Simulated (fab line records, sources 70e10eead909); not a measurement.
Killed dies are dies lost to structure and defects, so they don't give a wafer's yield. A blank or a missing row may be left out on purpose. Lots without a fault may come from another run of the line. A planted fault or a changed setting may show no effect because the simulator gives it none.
Chamber matching | flow nand_harc | NHARC_P_M1_CMP_23 on cmp-02: 4 sister chambers
The step polishes, t overpolish 20 s, target thk 157.82 nm. 8 wafers are shown with their chamber, then 7 later ones without.

WAFERS WITH THEIR CHAMBER
wafer  | chamber | motor_current_A (A) | time_to_endpoint_s (s)
L081.6 | 0       | 14.5                | 22
L080.4 | 3       | 11.6                | 32
L080.5 | 2       | 13.4                | 33
L082.1 | 1       | 12.3                | 32
L082.3 | 2       | 13.7                | 33
L082.5 | 3       | 11.3                | 32
L083.1 | 0       | 13.9                | 21
L083.2 | 1       | 13.1                | 26

WAFERS WITHOUT THEIR CHAMBER
wafer  | motor_current_A (A) | time_to_endpoint_s (s)
L083.6 | 13.3                | 31
L092.1 | 14.5                | 24
L092.2 | 12.4                | 33
L092.5 | 14.3                | 26
L094.3 | 14.3                | 22
L094.4 | 13.0                | 30
L094.6 | 12.6                | 31

WHICH CHAMBER EACH WENT THROUGH
wafer  | from the rows above          | in truth
L083.6 | can't be placed: 2 or 1      | 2
L092.1 | 0                            | 0
L092.2 | can't be placed: 1 or 3 or 2 | 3
L092.5 | can't be placed: 0 or 2      | 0
L094.3 | 0                            | 0
L094.4 | can't be placed: 1 or 2      | 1
L094.6 | can't be placed: 1 or 2      | 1
Placed correctly: 2 of 7. Can't be placed from these rows: 5 (the true chamber is among the candidates in 5). Placed wrongly: 0.
How it was worked out, from the rows above alone: a wafer's distance from a chamber is the root of the sum, over the readings, of the square of ((its reading less the chamber's mean) divided by the reading's scatter). The wafer belongs to the nearest chamber; if the next one is less than 2 further off, it can't be placed. A chamber's mean is the mean of its shown wafers. The scatter: the root of (the sum of the squares of (reading less its chamber's mean) over the shown wafers, divided by (wafers less chambers)).
